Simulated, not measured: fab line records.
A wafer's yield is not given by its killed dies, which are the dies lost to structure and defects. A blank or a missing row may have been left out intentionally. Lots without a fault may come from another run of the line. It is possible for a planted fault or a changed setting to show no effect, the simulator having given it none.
Chamber matching / flow nandHarc / 4 sister chambers for NHARC_A_M1_DESCUM_14 on rieDiel-06
The step chemistry O2, time 3 s. 14 wafers are shown with their chamber, then 7 later ones without.

== EACH WAFER AND ITS CHAMBER ==
wafer=L074.2; chamber=0; showerheadPlenumPTorr (Torr)=1.96; drypumpMotorCurrentA (A)=5.3; oesProductAu (a.u.)=0.996
wafer=L074.3; chamber=3; showerheadPlenumPTorr (Torr)=2.00; drypumpMotorCurrentA (A)=5.6; oesProductAu (a.u.)=1.002
wafer=L074.6; chamber=3; showerheadPlenumPTorr (Torr)=2.01; drypumpMotorCurrentA (A)=5.6; oesProductAu (a.u.)=1.009
wafer=L076.2; chamber=2; showerheadPlenumPTorr (Torr)=1.88; drypumpMotorCurrentA (A)=5.6; oesProductAu (a.u.)=0.992
wafer=L076.3; chamber=1; showerheadPlenumPTorr (Torr)=1.81; drypumpMotorCurrentA (A)=5.0; oesProductAu (a.u.)=0.996
wafer=L076.6; chamber=1; showerheadPlenumPTorr (Torr)=1.81; drypumpMotorCurrentA (A)=5.0; oesProductAu (a.u.)=0.995
wafer=L078.1; chamber=3; showerheadPlenumPTorr (Torr)=2.00; drypumpMotorCurrentA (A)=5.5; oesProductAu (a.u.)=1.010
wafer=L078.3; chamber=1; showerheadPlenumPTorr (Torr)=1.81; drypumpMotorCurrentA (A)=5.0; oesProductAu (a.u.)=0.991
wafer=L078.6; chamber=2; showerheadPlenumPTorr (Torr)=1.88; drypumpMotorCurrentA (A)=5.6; oesProductAu (a.u.)=0.995
wafer=L080.1; chamber=3; showerheadPlenumPTorr (Torr)=2.00; drypumpMotorCurrentA (A)=5.6; oesProductAu (a.u.)=1.017
wafer=L080.2; chamber=0; showerheadPlenumPTorr (Torr)=1.96; drypumpMotorCurrentA (A)=5.2; oesProductAu (a.u.)=1.011
wafer=L080.4; chamber=1; showerheadPlenumPTorr (Torr)=1.81; drypumpMotorCurrentA (A)=5.0; oesProductAu (a.u.)=0.997
wafer=L081.2; chamber=2; showerheadPlenumPTorr (Torr)=1.88; drypumpMotorCurrentA (A)=5.6; oesProductAu (a.u.)=0.996
wafer=L081.3; chamber=0; showerheadPlenumPTorr (Torr)=1.96; drypumpMotorCurrentA (A)=5.3; oesProductAu (a.u.)=1.000

SIGNATURES (means of the wafers above)
reading=showerheadPlenumPTorr; chamber 0=1.9600; chamber 1=1.8100; chamber 2=1.8800; chamber 3=2.0025; scatter within a chamber=0.00274
reading=drypumpMotorCurrentA; chamber 0=5.267; chamber 1=5.000; chamber 2=5.600; chamber 3=5.575; scatter within a chamber=0.0376
reading=oesProductAu; chamber 0=1.00233; chamber 1=0.99475; chamber 2=0.99433; chamber 3=1.00950; scatter within a chamber=0.00513
Rule: a wafer lies at a distance from a chamber equal to the root of the sum of squares, over the readings, of (its reading less the chamber's mean, divided by the reading's scatter). The wafer belongs to the nearest chamber; if the next one is less than 2 further off, it can't be placed. How the scatter is found: for the shown wafers, subtract from each reading the mean of its chamber, square and add these, divide the total by (wafers less chambers), then take the root.

== WAFERS MISSING THEIR CHAMBER ==
wafer=L081.4; showerheadPlenumPTorr (Torr)=2.00; drypumpMotorCurrentA (A)=5.6; oesProductAu (a.u.)=1.008
wafer=L091.2; showerheadPlenumPTorr (Torr)=1.81; drypumpMotorCurrentA (A)=5.0; oesProductAu (a.u.)=0.999
wafer=L091.4; showerheadPlenumPTorr (Torr)=2.00; drypumpMotorCurrentA (A)=5.5; oesProductAu (a.u.)=0.995
wafer=L091.5; showerheadPlenumPTorr (Torr)=2.00; drypumpMotorCurrentA (A)=5.6; oesProductAu (a.u.)=0.997
wafer=L097.1; showerheadPlenumPTorr (Torr)=1.88; drypumpMotorCurrentA (A)=5.6; oesProductAu (a.u.)=1.003
wafer=L097.3; showerheadPlenumPTorr (Torr)=1.81; drypumpMotorCurrentA (A)=5.0; oesProductAu (a.u.)=0.987
wafer=L097.4; showerheadPlenumPTorr (Torr)=1.95; drypumpMotorCurrentA (A)=5.3; oesProductAu (a.u.)=1.007

== WHICH CHAMBER EACH WENT THROUGH ==
wafer=L081.4; from the rows above=3; in truth=3
wafer=L091.2; from the rows above=1; in truth=1
wafer=L091.4; from the rows above=3; in truth=3
wafer=L091.5; from the rows above=3; in truth=3
wafer=L097.1; from the rows above=2; in truth=2
wafer=L097.3; from the rows above=1; in truth=1
wafer=L097.4; from the rows above=0; in truth=0
Correct placement for 7 of the 7. From these rows, 0 cannot be placed. Wrongly placed: 0.
